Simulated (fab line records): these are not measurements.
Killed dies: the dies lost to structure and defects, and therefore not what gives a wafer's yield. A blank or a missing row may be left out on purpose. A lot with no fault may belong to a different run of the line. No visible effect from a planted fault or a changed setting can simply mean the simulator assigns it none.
Chamber matching + flow n5-finfet + N5_BEOL_M5_ETCH_68 on rie-diel-04: 4 sister chambers
The step etches SOC in N2/H2, target depth 80 nm, overetch 16 nm, time 120 s. 18 wafers are shown with their chamber, then 9 later ones without.

WAFERS WITH THEIR CHAMBER
| wafer  | chamber | drypump-motor-current-A (A) | showerhead-plenum-p-Torr (Torr) | throttle-valve-pct (%) |
|--------|---------|-----------------------------|---------------------------------|------------------------|
| L075.1 | 2       | 6.1                         | 2.70                            | 18.03                  |
| L075.2 | 0       | 4.8                         | 2.72                            | 17.58                  |
| L075.6 | 0       | 4.8                         | 2.72                            | 17.60                  |
| L079.2 | 0       | 4.8                         | 2.72                            | 17.61                  |
| L079.3 | 3       | 6.2                         | 2.47                            | 18.27                  |
| L079.4 | 1       | 5.2                         | 2.50                            | 17.85                  |
| L081.1 | 1       | 5.2                         | 2.50                            | 17.87                  |
| L081.4 | 3       | 6.2                         | 2.46                            | 18.28                  |
| L081.5 | 1       | 5.2                         | 2.50                            | 17.87                  |
| L082.1 | 3       | 6.2                         | 2.46                            | 18.27                  |
| L082.3 | 1       | 5.2                         | 2.49                            | 17.89                  |
| L082.4 | 0       | 4.8                         | 2.71                            | 17.65                  |
| L088.1 | 1       | 5.2                         | 2.49                            | 17.88                  |
| L088.5 | 0       | 4.8                         | 2.71                            | 17.63                  |
| L088.6 | 3       | 6.2                         | 2.46                            | 18.28                  |
| L086.1 | 2       | 6.2                         | 2.68                            | 18.07                  |
| L086.5 | 2       | 6.1                         | 2.68                            | 18.07                  |
| L086.6 | 3       | 6.2                         | 2.46                            | 18.29                  |

SIGNATURES (averages over the wafers above)
| reading                  | chamber 0 | chamber 1 | chamber 2 | chamber 3 | scatter within a chamber |
|--------------------------|-----------|-----------|-----------|-----------|--------------------------|
| drypump-motor-current-A  | 4.800     | 5.200     | 6.133     | 6.200     | 0.0218                   |
| showerhead-plenum-p-Torr | 2.7160    | 2.4960    | 2.6867    | 2.4620    | 0.00647                  |
| throttle-valve-pct       | 17.6140   | 17.8720   | 18.0567   | 18.2780   | 0.0192                   |
Rule: a wafer's distance from a chamber is the root of the sum, over the readings, of the square of ((its reading less the chamber's mean) divided by the reading's scatter). The wafer belongs to the nearest chamber; if the next one is less than 2 further off, it can't be placed. The scatter: the root of (the sum of the squares of (reading less its chamber's mean) over the shown wafers, divided by (wafers less chambers)).

WAFERS WHOSE CHAMBER IS MISSING
| wafer  | drypump-motor-current-A (A) | showerhead-plenum-p-Torr (Torr) | throttle-valve-pct (%) |
|--------|-----------------------------|---------------------------------|------------------------|
| L091.1 | 5.2                         | 2.49                            | 17.51                  |
| L091.2 | 6.2                         | 2.46                            | 18.31                  |
| L091.3 | 4.8                         | 2.71                            | 17.68                  |
| L094.1 | 4.8                         | 2.70                            | 17.66                  |
| L094.5 | 6.1                         | 2.68                            | 18.08                  |
| L094.6 | 5.2                         | 2.49                            | 17.51                  |
| L097.2 | 6.2                         | 2.45                            | 18.33                  |
| L097.3 | 6.2                         | 2.68                            | 18.10                  |
| L097.5 | 5.2                         | 2.49                            | 17.53                  |

EACH ONE'S CHAMBER
| wafer  | from the rows above | in truth |
|--------|---------------------|----------|
| L091.1 | 1                   | 1        |
| L091.2 | 3                   | 3        |
| L091.3 | 0                   | 0        |
| L094.1 | 0                   | 0        |
| L094.5 | 2                   | 2        |
| L094.6 | 1                   | 1        |
| L097.2 | 3                   | 3        |
| L097.3 | 2                   | 2        |
| L097.5 | 1                   | 1        |
Placed correctly: 9 of 9. Left unplaced by these rows: 0. Placed wrongly: 0.
